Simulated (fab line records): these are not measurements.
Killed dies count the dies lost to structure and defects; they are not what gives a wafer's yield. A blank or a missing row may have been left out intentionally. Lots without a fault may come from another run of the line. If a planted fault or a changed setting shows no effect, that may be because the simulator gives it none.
One fault through the eyes of 2 desks + flow n5_finfet + what lay behind the numbers comes last; until then each desk has only its own

THE TOOL OWNER'S DESK: ald_metal-01
The tool's own readings at N5_BEOL_M5_ALD_86 (deposits TaN, pulse time 2 s, purge time 3 s, co reactant purge time 2 s): means of the sampled wafers that have a number, for each lot that ran on this tool. If a lot's mean is further than 4 standard deviations from the usual mean, the lot is out of limits and carries the mark OUT (the distance appears in the brackets).
Columns: A = heater_power_w at N5_BEOL_M5_ALD_86, usual 420 W
| lot  | first seen here | A   |
|------|-----------------|-----|
| L334 | day 9 19:17     | 407 |
| L347 | day 13 02:14    | 426 |
This desk found nothing out of limits on any of the 2 lots.

THE METROLOGY DESK
What the gauges read for every lot (on any tool): the sampled wafers with a number, averaged. If a lot's mean is further than 4 standard deviations from the usual mean, the lot is out of limits and carries the mark OUT (the distance appears in the brackets). It has 10 readings; the 7 that lie furthest out on some lot are the ones shown.
Columns: A = DIBL_P at N5_BEOL_M4_RC_MEAS_101, usual 36.4 mV/V; B = IOFF_P at N5_BEOL_M4_RC_MEAS_101, usual 0.22 nA/um; C = ION_N at N5_BEOL_M4_RC_MEAS_101, usual 674 uA/um; D = ION_P at N5_BEOL_M4_RC_MEAS_101, usual 463 uA/um; E = SS_P at N5_BEOL_M4_RC_MEAS_101, usual 73.3 mV/dec; F = VT_N at N5_BEOL_M4_RC_MEAS_101, usual 250 mV; G = VT_P at N5_BEOL_M4_RC_MEAS_101, usual -249 mV
| lot  | first seen here | A    | B    | C   | D   | E    | F   | G    |
|------|-----------------|------|------|-----|-----|------|-----|------|
| L334 | day 9 13:04     | 38.3 | 0.25 | 677 | 467 | 73.7 | 248 | -249 |
| L347 | day 12 21:16    | 36.7 | 0.23 | 680 | 466 | 73.2 | 247 | -248 |
| L350 | day 13 14:08    | 31.9 | 0.14 | 643 | 439 | 72.2 | 257 | -258 |
This desk found nothing out of limits on any of the 3 lots.

PUT TOGETHER
The tool owner's desk saw nothing out of limits.
At the metrology desk, nothing out of limits was observed.

WHAT HAD BEEN PUT IN BY THE SIMULATOR
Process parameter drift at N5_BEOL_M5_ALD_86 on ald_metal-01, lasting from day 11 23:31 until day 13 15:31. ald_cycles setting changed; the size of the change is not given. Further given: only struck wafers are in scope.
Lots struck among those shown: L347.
